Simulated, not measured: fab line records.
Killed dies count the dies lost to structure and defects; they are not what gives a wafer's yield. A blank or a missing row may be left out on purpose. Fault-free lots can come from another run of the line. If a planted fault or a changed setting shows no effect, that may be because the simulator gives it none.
A sampling plan put to the test ; flow nandHarc ; one line in one fab, 13 faults in these records, each fault weighed on the records of the lots it struck
The line's own looks make up the plan; these are the steps of the route where a gauge or inspection reads the wafer and leaves it unchanged. A look can be judged if struck wafers have a number there and the file gives its usual mean and standard deviation on fault-free wafers. Caught: the struck wafers' mean, at a look after the fault's first step, is 4 or more of those standard deviations (sigma) away from the usual mean. On the tool: the fault's steps, tested the same way using the tool's own readings. Caught also covers a different recipe on the struck wafers, or a record left blank for those wafers only.

== THE FAULTS, as the simulator had put them in ==
1. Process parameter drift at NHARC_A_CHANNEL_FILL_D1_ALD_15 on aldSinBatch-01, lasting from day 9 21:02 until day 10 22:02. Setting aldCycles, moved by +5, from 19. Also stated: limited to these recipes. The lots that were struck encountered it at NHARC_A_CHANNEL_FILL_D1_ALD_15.
2. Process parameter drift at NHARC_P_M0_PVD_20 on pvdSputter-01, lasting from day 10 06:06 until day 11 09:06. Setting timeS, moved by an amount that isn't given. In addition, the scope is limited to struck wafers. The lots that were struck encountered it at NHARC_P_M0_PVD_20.
3. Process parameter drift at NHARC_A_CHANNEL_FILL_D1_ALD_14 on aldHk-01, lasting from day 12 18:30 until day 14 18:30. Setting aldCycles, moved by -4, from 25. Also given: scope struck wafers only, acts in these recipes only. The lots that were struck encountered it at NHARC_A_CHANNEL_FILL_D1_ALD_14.
4. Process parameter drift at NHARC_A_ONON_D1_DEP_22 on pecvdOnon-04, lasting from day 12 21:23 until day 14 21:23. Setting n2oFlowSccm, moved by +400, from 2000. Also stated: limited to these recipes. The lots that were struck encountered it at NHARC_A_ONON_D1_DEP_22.
5. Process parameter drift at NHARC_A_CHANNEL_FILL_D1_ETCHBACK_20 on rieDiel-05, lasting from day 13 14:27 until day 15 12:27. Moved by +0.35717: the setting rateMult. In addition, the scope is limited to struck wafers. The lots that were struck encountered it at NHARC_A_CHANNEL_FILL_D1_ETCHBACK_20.
6. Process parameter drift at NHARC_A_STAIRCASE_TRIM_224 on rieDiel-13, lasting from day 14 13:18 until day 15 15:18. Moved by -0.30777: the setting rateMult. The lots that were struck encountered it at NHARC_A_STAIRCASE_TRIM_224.
7. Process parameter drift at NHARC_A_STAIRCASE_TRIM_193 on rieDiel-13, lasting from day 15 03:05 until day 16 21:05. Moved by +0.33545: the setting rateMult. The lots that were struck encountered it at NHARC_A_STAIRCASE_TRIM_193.
8. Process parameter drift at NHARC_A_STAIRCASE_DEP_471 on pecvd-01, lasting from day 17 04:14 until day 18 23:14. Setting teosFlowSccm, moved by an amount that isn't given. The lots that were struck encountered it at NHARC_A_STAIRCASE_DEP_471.
9. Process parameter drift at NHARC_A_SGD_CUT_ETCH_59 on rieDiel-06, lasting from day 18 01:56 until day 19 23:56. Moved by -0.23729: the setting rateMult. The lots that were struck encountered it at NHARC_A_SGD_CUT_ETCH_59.
10. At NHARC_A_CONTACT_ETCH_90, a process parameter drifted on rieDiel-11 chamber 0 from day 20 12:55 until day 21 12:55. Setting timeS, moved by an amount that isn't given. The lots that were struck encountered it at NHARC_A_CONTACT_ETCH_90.
11. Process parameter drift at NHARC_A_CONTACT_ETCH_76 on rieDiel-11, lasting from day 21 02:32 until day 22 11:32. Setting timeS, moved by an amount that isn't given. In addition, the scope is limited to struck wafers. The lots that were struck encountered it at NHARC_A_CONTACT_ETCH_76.
12. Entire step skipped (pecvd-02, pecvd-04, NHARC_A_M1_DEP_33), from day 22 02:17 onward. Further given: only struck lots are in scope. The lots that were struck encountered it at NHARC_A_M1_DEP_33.
13. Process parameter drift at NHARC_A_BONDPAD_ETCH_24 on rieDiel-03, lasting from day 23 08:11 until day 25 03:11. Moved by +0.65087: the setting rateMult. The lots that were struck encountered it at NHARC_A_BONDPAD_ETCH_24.

== WHAT THE PLAN SAW ==
fault;on the tool itself;first look that catches it;reading, sigma;median hours from its first step to that look;hours from the fault's start to the first struck lot there;judged looks passed uncaught
1;under 2 sigma;not the one look that can be judged after it;-;-;-;1
2;under 2 sigma;not the one look that can be judged after it;-;-;-;1
3;under 2 sigma;not the one look that can be judged after it;-;-;-;1
4;n2oFlowSccm +69 sigma;not the one look that can be judged after it;-;-;-;1
5;oesProductAu +4.1 sigma;not the one look that can be judged after it;-;-;-;1
6;oesProductAu -13 sigma;not the one look that can be judged after it;-;-;-;1
7;oesProductAu +13 sigma;NHARC_END_SORT_01;killedDies +13;204.0;205;0
8;mfcPrecursorSccm +48 sigma;no look after it can be judged;-;-;-;0
9;oesProductAu -14 sigma;NHARC_END_SORT_01;killedAtArray +51;136.3;142;0
10;runLengthS -58 sigma;no look after it can be judged;-;-;-;0
11;runLengthS -99 or beyond sigma;no look after it can be judged;-;-;-;0
12;the tool's record is blank for the struck wafers;not the one look that can be judged after it;-;-;-;1
13;oesProductAu +27 sigma;not the one look that can be judged after it;-;-;-;1
A dash: this means the fault isn't caught or the number doesn't appear in these records.

Caught at a look: 2 of 13. Caught on the tool: 10 of 13. By one or the other: 10 of 13.
Caught on the tool alone: faults 4, 5, 6, 8, 10, 11, 12, 13.
Caught by neither: faults 1, 2, 3.

== THINNER SAMPLING ==
If the look that catches a fault measured only every second or every third lot, by lot number, the first struck lot would be measured this late in the worst case:
fault;struck lots at that look, in order of time;every lot;every second lot;every third lot
7;L644, L645;205 h;206 h;may miss all 2
9;L424, L429;142 h;170 h;may miss all 2
The hour figures run from when the fault began to the first measured lot among those it struck. The test against the limit of 4 sigma pooled every struck wafer, which means one lot taken alone may stay below that limit. Other struck lots may not be in these records.

== THE LONGEST TIMED WAY FROM STEP TO LOOK ==
Fault 7: median gap of 204.0 hours between NHARC_A_STAIRCASE_TRIM_193 and NHARC_END_SORT_01. No look between them can be judged.
